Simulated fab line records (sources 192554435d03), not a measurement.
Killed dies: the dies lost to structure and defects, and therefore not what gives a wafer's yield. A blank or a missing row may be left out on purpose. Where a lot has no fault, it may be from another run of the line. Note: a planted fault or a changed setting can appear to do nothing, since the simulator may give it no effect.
Matching of chambers + flow n5Finfet + 4 sister chambers for N5_BEOL_M0_SAQP_STRIP_108 on rieDiel-02
The step strips in N2/H2. 4 wafers are shown with their chamber, then 9 later ones without.

## WAFERS, EACH WITH ITS CHAMBER
| wafer  | chamber | showerheadPlenumPTorr (Torr) |
|--------|---------|------------------------------|
| L079.3 | 0       | 3.22                         |
| L079.5 | 1       | 3.47                         |
| L086.2 | 2       | 3.46                         |
| L086.6 | 3       | 3.29                         |

## WAFERS MISSING THEIR CHAMBER
| wafer  | showerheadPlenumPTorr (Torr) |
|--------|------------------------------|
| L089.1 | 3.29                         |
| L089.3 | 3.46                         |
| L089.5 | 3.22                         |
| L090.1 | 3.29                         |
| L090.2 | 3.22                         |
| L090.6 | 3.46                         |
| L092.2 | 3.21                         |
| L092.4 | 3.29                         |
| L092.6 | 3.22                         |

## EACH ONE'S CHAMBER
| wafer  | from the rows above | in truth                   |
|--------|---------------------|----------------------------|
| L089.1 | 3                   | 3                          |
| L089.3 | 2                   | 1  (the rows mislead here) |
| L089.5 | 0                   | 0                          |
| L090.1 | 3                   | 3                          |
| L090.2 | 0                   | 0                          |
| L090.6 | 2                   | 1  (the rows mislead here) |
| L092.2 | 0                   | 0                          |
| L092.4 | 3                   | 3                          |
| L092.6 | 0                   | 0                          |
Correct placement for 7 of the 9. Can't be placed from these rows: 0. Number placed wrongly: 2.
How it was worked out, from the rows above alone: a wafer's distance from a chamber is the root of the sum, over the readings, of the square of ((its reading less the chamber's mean) divided by the reading's scatter). If the next closest chamber is less than 2 further off than the closest, the wafer can't be placed; otherwise it belongs to the closest. A chamber's mean is the mean of its shown wafers. The scatter: with one shown wafer a chamber, the root of the mean of the squares of how far each hidden wafer lies from its nearest shown one.
